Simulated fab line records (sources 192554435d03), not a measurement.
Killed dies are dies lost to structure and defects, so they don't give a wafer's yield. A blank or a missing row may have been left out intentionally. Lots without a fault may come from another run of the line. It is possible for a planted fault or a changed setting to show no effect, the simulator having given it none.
What tool caused it? -- flow n5Finfet -- Sampling: 11 lots, 32 wafers, 5 of 1938 route steps

## WHAT THE GAUGES READ, wafer by wafer
N5_BEOL_M8_THK_MEAS_01.
lot,measured,on,M8_ILD_THK (nm)
L857,day 9 12:22,filmMetro-02,152.2 153.9 154.0
L860,day 10 09:05,filmMetro-01,155.9 159.5 156.6
L859,day 10 09:16,filmMetro-02,155.6 157.7 158.0
L864,day 10 23:40,filmMetro-01,157.5 156.2 160.4
L865,day 11 10:26,filmMetro-01,154.3 155.7 157.1
L867,day 12 17:35,filmMetro-01,153.1 153.6 155.6
L871,day 13 12:04,filmMetro-02,151.5 152.7 107.2
L873,day 13 22:38,filmMetro-01,104.6 154.3
L876,day 14 06:00,filmMetro-01,157.3 154.8 157.7
L877,day 14 22:15,filmMetro-01,154.0 154.3 156.7
L879,day 15 05:52,filmMetro-02,156.5 154.6 156.5

## WHICH TOOL RAN EACH LOT (tool, then ch and the chambers of the sampled wafers, then the start)
lot,N5_BEOL_M7_STRIP_80,N5_BEOL_M7_DEGAS_44,N5_BEOL_M7_SURFACE_TREAT_79,N5_BEOL_M8_ILD_DEP_00
L857,"rieDiel-03 ch 1,2, day 9 09:53 or earlier","pvdSputter-03, day 9 09:53","pvdSputter-03, day 9 10:18","pecvd-04 ch 0,1, day 9 11:47"
L860,"rieDiel-04 ch 1,2,3, day 10 06:32 or earlier","pvdSputter-02, day 10 06:32","pvdSputter-02, day 10 07:07","pecvd-04 ch 0,2, day 10 08:22"
L859,"rieDiel-03 ch 0,2, day 10 06:37 or earlier","pvdSputter-02, day 10 06:37","pvdSputter-03, day 10 07:07","pecvd-02 ch 0,1,2, day 10 08:25"
L864,"rieDiel-03 ch 2,3, day 10 20:08 or earlier","pvdSputter-03, day 10 20:08","pvdSputter-01, day 10 20:32","pecvd-02 ch 1,2, day 10 22:37"
L865,"rieDiel-02 ch 0,1, day 11 07:40 or earlier","pvdSputter-03, day 11 07:40","pvdSputter-03, day 11 08:08","pecvd-02 ch 0,1, day 11 09:50"
L867,"rieDiel-03 ch 0,1,3, day 12 11:19 or earlier","pvdSputter-03, day 12 11:19","pvdSputter-03, day 12 15:24","pecvd-04 ch 0,1,2, day 12 17:01"
L871,"rieDiel-04 ch 0,1,3, day 13 09:10 or earlier","pvdSputter-02, day 13 09:10","pvdSputter-02, day 13 09:34","pecvd-04 ch 0,1,2, day 13 11:30"
L873,"rieDiel-03 ch 2, day 13 20:22 or earlier","pvdSputter-02, day 13 20:22","pvdSputter-02, day 13 20:47","pecvd-04 ch 2, day 13 22:02"
L876,"rieDiel-04 ch 1,2, day 14 02:32 or earlier","pvdSputter-01, day 14 02:32","pvdSputter-02, day 14 03:01","pecvd-02 ch 1,2, day 14 05:25"
L877,"rieDiel-03 ch 0,1,3, day 14 19:33 or earlier","pvdSputter-02, day 14 19:33","pvdSputter-02, day 14 20:04","pecvd-01 ch 0,1, day 14 21:41"
L879,"rieDiel-04 ch 0,1,3, day 15 02:40 or earlier","pvdSputter-01, day 15 02:40","pvdSputter-01, day 15 03:19","pecvd-01 ch 0,1,2, day 15 04:49"
- N5_BEOL_M7_STRIP_80: strips in N2/H2, time 10 s.
- N5_BEOL_M7_DEGAS_44: time 60 s.
- N5_BEOL_M7_SURFACE_TREAT_79
- N5_BEOL_M8_ILD_DEP_00: deposits SiCOH lowk from DEMS/porogen, target thk 179.75 nm, time 33.4 s.

## AS READ BY THE TOOLS THEMSELVES (means over the sampled wafers that have a number; for cases with no such wafer, the mark the record gives instead)
N5_BEOL_M7_STRIP_80.
lot,tool,drypumpMotorCurrentA (A),h2FlowSccm (sccm),oesProductAu (a.u.),rfVppV (V),showerheadPlenumPTorr (Torr),throttleValvePct (%)
L857,rieDiel-03,5.7,199.8,0.71,59.2,2.52,23.66
L860,rieDiel-04,5.8,200.1,0.73,59.1,2.59,23.49
L859,rieDiel-03,5.5,199.8,0.70,59.0,2.48,23.73
L864,rieDiel-03,5.3,199.1,0.71,58.8,2.44,23.71
L865,rieDiel-02,5.8,200.1,0.75,58.6,2.50,23.55
L867,rieDiel-03,5.9,200.2,0.78,59.1,2.54,23.54
L871,rieDiel-04,6.1,199.6,0.69,59.2,2.54,23.61
L873,rieDiel-03,5.3,199.8,0.69,59.8,2.51,23.79
L876,rieDiel-04,5.8,199.3,0.70,59.4,2.59,23.70
L877,rieDiel-03,5.9,199.9,0.76,59.2,2.53,23.55
L879,rieDiel-04,6.1,200.5,0.78,59.9,2.64,23.52

N5_BEOL_M7_DEGAS_44.
lot,tool,heaterPowerW (W)
L857,pvdSputter-03,350
L860,pvdSputter-02,345
L859,pvdSputter-02,351
L864,pvdSputter-03,293
L865,pvdSputter-03,288
L867,pvdSputter-03,325
L871,pvdSputter-02,351
L873,pvdSputter-02,354
L876,pvdSputter-01,346
L877,pvdSputter-02,352
L879,pvdSputter-01,332

N5_BEOL_M8_ILD_DEP_00.
lot,tool,heaterPowerW (W),showerheadPlenumPTorr (Torr),throttleValvePct (%)
L857,pecvd-04,313,5.748,13.9
L860,pecvd-04,334,5.723,13.5
L859,pecvd-02,324,5.743,14.0
L864,pecvd-02,262,5.743,14.4
L865,pecvd-02,331,5.748,14.5
L867,pecvd-04,334,5.739,13.8
L871,pecvd-04,317,5.746,13.8
L873,pecvd-04,336,5.720,13.1
L876,pecvd-02,254,5.739,14.5
L877,pecvd-01,260,5.747,14.3
L879,pecvd-01,271,5.749,13.7

## THE ANSWER, worked out from the rows above alone
Rule: the lots themselves supply what counts as usual. Put in order of their means at a reading, lots are off if they are a third of the lots or fewer, leave a main group of 4 or more, and stand apart from it by a gap of 3 or more times the standard deviation of the main group's means; of several such gaps the widest counts. The tables above print the reading to a certain number of digits; a main group whose means all agree to those digits is not used. A lot without any number at a reading at which 4 lots or more have one is off too. The other lots that the step has rows for count as sound. The gauges are gone through in route order, then the tools' own readings, and for those a lot's mean is taken as printed above. The first step at which some lot is off is used, and at that step the reading that is off furthest; a lot without a number counts as furthest.
Off: at N5_BEOL_M8_THK_MEAS_01 (M8_ILD_THK), L871, L873. Main group: mean 155.9 nm, sd 1.5.
A tool fits if, at a process step before that reading, it ran every lot that is off, and no sound lot after the first of them. The gauges at N5_BEOL_M8_THK_MEAS_01 are tried like those tools. N5_BEOL_M7_STRIP_80: start missing for some lots; hours and lot order therefore follow N5_BEOL_M7_DEGAS_44. One fits: pecvd-04 at N5_BEOL_M8_ILD_DEP_00. Its last sound lot is L867 (day 12 17:01), its first lot that is off L871 (day 13 11:30): a fault that began between those two fits.

## WHAT WAS PUT IN BY THE SIMULATOR
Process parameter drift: pecvd-04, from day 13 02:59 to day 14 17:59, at N5_BEOL_M8_ILD_DEP_00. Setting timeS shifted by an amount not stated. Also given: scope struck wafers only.
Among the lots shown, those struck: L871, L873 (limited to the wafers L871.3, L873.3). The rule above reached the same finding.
